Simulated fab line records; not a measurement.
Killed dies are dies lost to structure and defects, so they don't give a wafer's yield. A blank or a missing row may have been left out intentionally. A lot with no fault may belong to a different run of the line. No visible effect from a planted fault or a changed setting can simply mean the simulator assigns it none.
Matching of chambers	flow n5 finfet	4 sister chambers for N5_BEOL_M0_SAQP_ETCH_84 on rie diel-06
The step etches SOC in N2/H2, target depth 100 nm, overetch 20 nm, time 150 s. 4 wafers are shown with their chamber, then 8 later ones without.

WAFERS, EACH WITH ITS CHAMBER
wafer	chamber	drypump motor current A (A)
L702.6	3	6.2
L703.4	0	5.6
L703.5	2	4.8
L708.1	1	5.6

WAFERS MISSING THEIR CHAMBER
wafer	drypump motor current A (A)
L708.2	6.2
L708.6	5.5
L711.1	4.8
L711.2	5.5
L711.4	4.8
L713.1	5.5
L713.3	4.8
L713.5	4.8

WHICH CHAMBER EACH ONE RAN IN
wafer	from the rows above	in truth
L708.2	3	3
L708.6	can't be placed: 0 or 1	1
L711.1	2	2
L711.2	can't be placed: 0 or 1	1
L711.4	2	2
L713.1	can't be placed: 0 or 1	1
L713.3	2	2
L713.5	2	2
5 of 8 placed correctly. From these rows, 3 cannot be placed; in 3 the true chamber is one of the candidates. Wrongly placed: 0.
How it was worked out, from the rows above alone: a wafer's distance from a chamber is the root of the sum, over the readings, of the square of ((its reading less the chamber's mean) divided by the reading's scatter). If the next closest chamber is less than 2 further off than the closest, the wafer can't be placed; otherwise it belongs to the closest. Each chamber's mean is taken over the wafers shown for it. The scatter (one wafer shown for each chamber): square how far every hidden wafer sits from the nearest shown wafer, average those squares and take the square root.
